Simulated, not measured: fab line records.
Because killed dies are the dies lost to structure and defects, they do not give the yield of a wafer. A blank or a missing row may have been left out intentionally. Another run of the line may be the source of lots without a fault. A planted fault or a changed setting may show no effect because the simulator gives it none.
Matching of chambers + flow n5 finfet + N5_SD_EPI_N_LINER_46 on ald sin-03: 4 sister chambers
The step material SiNx, target thk 3 nm. 8 wafers are shown with their chamber, then 12 later ones without.

## WAFERS WITH THEIR CHAMBER
| wafer  | chamber | heater power w (W) |
|--------|---------|--------------------|
| L083.5 | 0       | 947                |
| L089.4 | 0       | 999                |
| L090.1 | 3       | 943                |
| L090.3 | 1       | 809                |
| L090.5 | 2       | 870                |
| L091.1 | 1       | 808                |
| L091.2 | 3       | 916                |
| L091.3 | 2       | 890                |

## WAFERS WITH NO CHAMBER GIVEN
| wafer  | heater power w (W) |
|--------|--------------------|
| L091.4 | 886                |
| L091.5 | 937                |
| L091.6 | 813                |
| L094.1 | 792                |
| L094.2 | 895                |
| L094.3 | 940                |
| L094.4 | 959                |
| L094.5 | 810                |
| L094.6 | 967                |
| L096.1 | 883                |
| L096.2 | 977                |
| L096.5 | 982                |

## WHICH CHAMBER EACH WENT THROUGH
| wafer  | from the rows above     | in truth |
|--------|-------------------------|----------|
| L091.4 | can't be placed: 2 or 3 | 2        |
| L091.5 | can't be placed: 3 or 0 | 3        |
| L091.6 | 1                       | 1        |
| L094.1 | 1                       | 1        |
| L094.2 | can't be placed: 2 or 3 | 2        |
| L094.3 | can't be placed: 3 or 0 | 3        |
| L094.4 | can't be placed: 0 or 3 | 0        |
| L094.5 | 1                       | 1        |
| L094.6 | can't be placed: 0 or 3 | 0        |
| L096.1 | can't be placed: 2 or 3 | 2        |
| L096.2 | can't be placed: 0 or 3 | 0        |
| L096.5 | can't be placed: 0 or 3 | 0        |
Correct placement for 3 of the 12. Can't be placed from these rows: 9 (the true chamber is among the candidates in 9). Number placed wrongly: 0.
How it was worked out, from the rows above alone: a wafer's distance from a chamber is the root of the sum, over the readings, of the square of ((its reading less the chamber's mean) divided by the reading's scatter). If the next closest chamber is less than 2 further off than the closest, the wafer can't be placed; otherwise it belongs to the closest. Each chamber's mean is taken over the wafers shown for it. The scatter: take each reading less its chamber's mean, square it, sum over the shown wafers, divide by the number of wafers less the number of chambers, and take the root.
